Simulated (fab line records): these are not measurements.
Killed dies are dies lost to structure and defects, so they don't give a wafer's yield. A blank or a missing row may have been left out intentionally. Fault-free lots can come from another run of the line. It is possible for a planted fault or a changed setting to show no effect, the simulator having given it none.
Struck lot and sound lot, side by side | flow n5 finfet | 36 steps out of a route of 1938
Sound: these wafers, L421.1, L421.2, L421.5. Struck: wafers L441.4, L441.5, L441.6. The cause comes at the end.
At each step with rows: each side's tool, then ch and its chambers, then its first start. Under that, the readings that differ: sound wafers | struck wafers | difference of the means | sigmas: that difference in standard deviations of wafers without a fault.
alike: readings whose means differ by less than 2 such deviations, and words and numbers that are the same on both sides. not compared: withheld readings, readings that some wafer has no value for, bounds like >300 that may hide the same value, and numbers for which the record gives no deviation and whose values overlap.
Wherever a step has rows on one side only, a row that says differs or no value, or a row with sigmas, the two part there. Non-overlapping numbers with no deviation appear without sigmas and do not part them. A reading missing from all wafers of one side parts the sides only when that side holds two or more wafers.

first, 9 steps without rows for these wafers: N5_WELL_APT_HMDS_18 (time 60 s); N5_WELL_APT_COAT_19 (resist thk 950 nm); N5_WELL_APT_EBR_21; N5_WELL_APT_SOFTBAKE_20 (time 60 s); N5_WELL_APT_EXPOSE_22 (exposes mask PWELL, defocus 0 nm, target cd 200 nm); N5_WELL_APT_PEB_23 (peb time 90 s); N5_WELL_APT_DEVELOP_24 (develop time 45 s); N5_WELL_APT_HARDBAKE_29 (time 120 s); N5_WELL_APT_DESCUM_30 (chemistry O2, time 7.9 s).
N5_WELL_APT_IMPLANT_31:
  sound on implanter-01 ch 0, day 2 03:29; struck on implanter-02 ch 0, day 7 04:26
  reading                   | sound                | struck               | difference | sigmas
  beam energy keV           | 59.984 60.000 60.030 | 48.602 48.574 48.546 | -11.431    | -99 or more
  model.implant.rp nm (nm)  | 188.3 188.3 188.3    | 158 158 158          | -30        |
  model.implant.drp nm (nm) | 64.53 64.53 64.53    | 57.47 57.47 57.47    | -7.06      |
then, 25 steps without rows for these wafers: N5_WELL_APT_IMPLANT_32; N5_WELL_APT_STRIP_33 (strips in SPM, time 900 s); N5_WELL_APT_RTA_34 (time 10 s); N5_WELL_APT_OXIDE_STRIP_42 (strips SiO2 in dHF, time 45 s, target depth 12 nm); N5_WELL_APT_PRECLEAN_36 (cleans in O3/DIW, time 45 s); N5_WELL_APT_PRECLEAN_39 (cleans in dHF, time 60 s); N5_WELL_APT_SRD_37 (time 30 s); N5_WELL_APT_EPI_41 (deposits Si from SiH4/H2, target thk 50 nm, time 297.7 s); N5_PMOS_HMC_CHANNEL_EPI_HM_DEP_34 (deposits SiO2 from TEOS/O2, target thk 36 nm, time 6.9 s); N5_PMOS_HMC_CHANNEL_EPI_COAT_31 (time 60 s, resist thk 66 nm); N5_PMOS_HMC_CHANNEL_EPI_COAT_03 (resist thk 205 nm); N5_PMOS_HMC_CHANNEL_EPI_EBR_05; N5_PMOS_HMC_CHANNEL_EPI_SOFTBAKE_04 (time 60 s); N5_PMOS_HMC_CHANNEL_EPI_EXPOSE_06 (exposes mask PMOS HMC BLK, target cd 240 nm); N5_PMOS_HMC_CHANNEL_EPI_PEB_07 (peb time 60 s); N5_PMOS_HMC_CHANNEL_EPI_DEVELOP_08 (develop time 30 s); N5_PMOS_HMC_CHANNEL_EPI_DESCUM_14 (chemistry O2, time 7.9 s); N5_PMOS_HMC_CHANNEL_EPI_ETCH_32 (etches BARC in N2/H2, stops on SiO2, target depth 85.8 nm, time 50.3 s); N5_PMOS_HMC_CHANNEL_EPI_HM_OPEN_15 (chemistry CHF3/O2, target SiO2, target depth 40.6 nm, time 20.3 s); N5_PMOS_HMC_CHANNEL_EPI_STRIP_33 (strips in N2/H2); N5_PMOS_HMC_CHANNEL_EPI_STRIP_17 (strips in SPM, time 750 s); N5_PMOS_HMC_CHANNEL_EPI_ETCH_38 (etches SiO2 in CF4, target depth 1.5 nm); N5_PMOS_HMC_CHANNEL_EPI_FIN_RECESS_16 (chemistry HBr/Cl2, target Si, target depth 54 nm, time 18 s); N5_PMOS_HMC_CHANNEL_EPI_PRECLEAN_36 (cleans in O3/DIW, time 45 s); N5_PMOS_HMC_CHANNEL_EPI_PRECLEAN_18 (cleans in DHF, time 30 s).
-- record jumps: 7 days separate the struck wafers' starts on either side; left off in module PMOS_HMC_CHANNEL_EPI, taken up again in module BEOL_M4, whose first shown step is the route's number 1111 --
N5_BEOL_M4_RC_MEAS_101:
  sound on prober-02 ch 0, day 8 00:37; struck on prober-01 ch 0, day 13 18:43
  reading           | sound          | struck         | difference | sigmas
  RS_PWELL (ohm/sq) | 3035 3040 3047 | 3276 3253 3283 | +230       | +10
  alike: DIBL_N, DIBL_P, IOFF_N, IOFF_P, ION_N, ION_P, SS_N, SS_P, VT_N, VT_P

== WHERE THEY PART ==
At N5_WELL_APT_IMPLANT_31 first; at N5_BEOL_M4_RC_MEAS_101 last (within this record only).

WHY: what the simulator had put in
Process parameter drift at N5_WELL_APT_IMPLANT_31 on implanter-02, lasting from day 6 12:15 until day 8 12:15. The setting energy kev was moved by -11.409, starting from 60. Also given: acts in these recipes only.
